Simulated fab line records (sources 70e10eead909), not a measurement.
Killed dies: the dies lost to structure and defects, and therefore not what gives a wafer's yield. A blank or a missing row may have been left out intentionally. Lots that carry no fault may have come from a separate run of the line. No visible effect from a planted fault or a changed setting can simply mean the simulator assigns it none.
Shared-tool check	flow nand_harc	11 lots, 33 wafers sampled

REASON FOR OPENING
At NHARC_A_M0_CD_MEAS_09 the reading cd_nm is flagged on 3 of 11 lots. No-fault wafers: 80.2 nm, standard deviation 0.54.
Rule: a lot is flagged in two cases, either no wafer of it has a number, or all its wafers with numbers fall more than 4 standard deviations from that mean. All remaining lots are regarded as sound.

lot	measured	on	cd_nm (nm), wafer by wafer	flag
L486	day 23 11:44	cd_sem-01	80.4 79.6 79.8	
L488	day 23 14:37	cd_sem-03	81.0 79.6 79.3	
L493	day 26 15:38	cd_sem-01	106.8 107.1 106.8	FLAGGED
L494	day 26 17:42	cd_sem-03	101.6 101.3 101.8	FLAGGED
L496	day 26 20:43	cd_sem-01	107.9 107.1 107.8	FLAGGED
L499	day 28 17:35	cd_sem-02	80.0 80.0 79.9	
L505	day 30 13:10	cd_sem-03	80.9 79.2 79.7	
L503	day 30 15:40	cd_sem-01	79.1 80.3 80.8	
L504	day 30 19:56	cd_sem-03	78.8 80.2 79.6	
L506	day 32 12:31	cd_sem-01	79.9 80.9 80.2	
L508	day 32 16:13	cd_sem-02	79.8 80.6 79.8	
On average the flagged lots' numbers are 105.4 nm, which is +25.2 nm against the usual, or +47 standard deviations.

WHICH TOOL EACH LOT WENT THROUGH
The record holds 2 process steps before the reading, out of a route of 1302 steps. Read each cell as the tool, then ch plus the chambers that the sampled wafers visited, then the start.
lot	flag	NHARC_A_BLC_ETCH_17	NHARC_A_M0_PEB_07
L486		rie_diel-07 ch 1,2,3, day 23 11:38 or earlier	litho_track-01 ch 0, day 23 11:38
L488		rie_diel-07 ch 0,2,3, day 23 14:32 or earlier	litho_track-01 ch 0, day 23 14:32
L493	FLAGGED	rie_diel-07 ch 0,1,3, day 26 15:34 or earlier	litho_track-04 ch 0, day 26 15:34
L494	FLAGGED	rie_diel-01 ch 0,3, day 26 17:37 or earlier	litho_track-04 ch 0, day 26 17:37
L496	FLAGGED	rie_diel-13 ch 0,2,3, day 26 20:38 or earlier	litho_track-04 ch 0, day 26 20:38
L499		rie_diel-13 ch 1,2,3, day 28 17:30 or earlier	litho_track-01 ch 0, day 28 17:30
L505		rie_diel-13 ch 1,3, day 30 13:05 or earlier	litho_track-01 ch 0, day 30 13:05
L503		rie_diel-07 ch 0,1, day 30 15:35 or earlier	litho_track-01 ch 0, day 30 15:35
L504		rie_diel-07 ch 0,1, day 30 19:51 or earlier	litho_track-01 ch 0, day 30 19:51
L506		rie_diel-07 ch 1,2,3, day 32 12:26 or earlier	litho_track-04 ch 0, day 32 12:26
L508		rie_diel-13 ch 0,1,3, day 32 16:08 or earlier	litho_track-04 ch 0, day 32 16:08
What is done by these steps:
- NHARC_A_BLC_ETCH_17: etches the open film in N2/H2, target depth 390 nm, time 609.38 s.
- NHARC_A_M0_PEB_07: peb time 65 s.
- NHARC_A_M0_CD_MEAS_09: target cd 80 nm.

FLAGGED AGAINST TOTAL, ONE TOOL AT A TIME (gauges that did the reading follow at the end)
step	tool	lots run	flagged	share of the flagged lots	sound lots run after its first flagged lot
NHARC_A_BLC_ETCH_17	rie_diel-01	1	1	some	0
NHARC_A_BLC_ETCH_17	rie_diel-07	6	1	some	3 (L503,L504,L506)
NHARC_A_BLC_ETCH_17	rie_diel-13	4	1	some	3 (L499,L505,L508)
NHARC_A_M0_PEB_07	litho_track-01	6	0	none	-
NHARC_A_M0_PEB_07	litho_track-04	5	3	all	2 (L506,L508)
NHARC_A_M0_CD_MEAS_09	cd_sem-01	5	2	some	2 (L503,L506)
NHARC_A_M0_CD_MEAS_09	cd_sem-02	2	0	none	-
NHARC_A_M0_CD_MEAS_09	cd_sem-03	4	1	some	2 (L505,L504)
Because NHARC_A_BLC_ETCH_17 lacks a start for some lots, the hours and order of its lots are taken from NHARC_A_M0_PEB_07.

WHAT IS ALLOWED BY THE TABLE
Rows of the table that ran each flagged lot: 1, that is litho_track-04 at NHARC_A_M0_PEB_07.
- litho_track-04 at NHARC_A_M0_PEB_07 ran 5 lots, 3 of them flagged. Sound lots followed the first flagged one (L506, L508) on it, something a lasting fault affecting the whole tool could not allow. Its own readings lie more than 4 standard deviations out on every wafer of the flagged lots: heater_power_total_W, plate_temp_C.
There is no row in the table that ran each flagged lot and no sound lot after the first.

WHAT THE SIMULATOR HAD INSERTED
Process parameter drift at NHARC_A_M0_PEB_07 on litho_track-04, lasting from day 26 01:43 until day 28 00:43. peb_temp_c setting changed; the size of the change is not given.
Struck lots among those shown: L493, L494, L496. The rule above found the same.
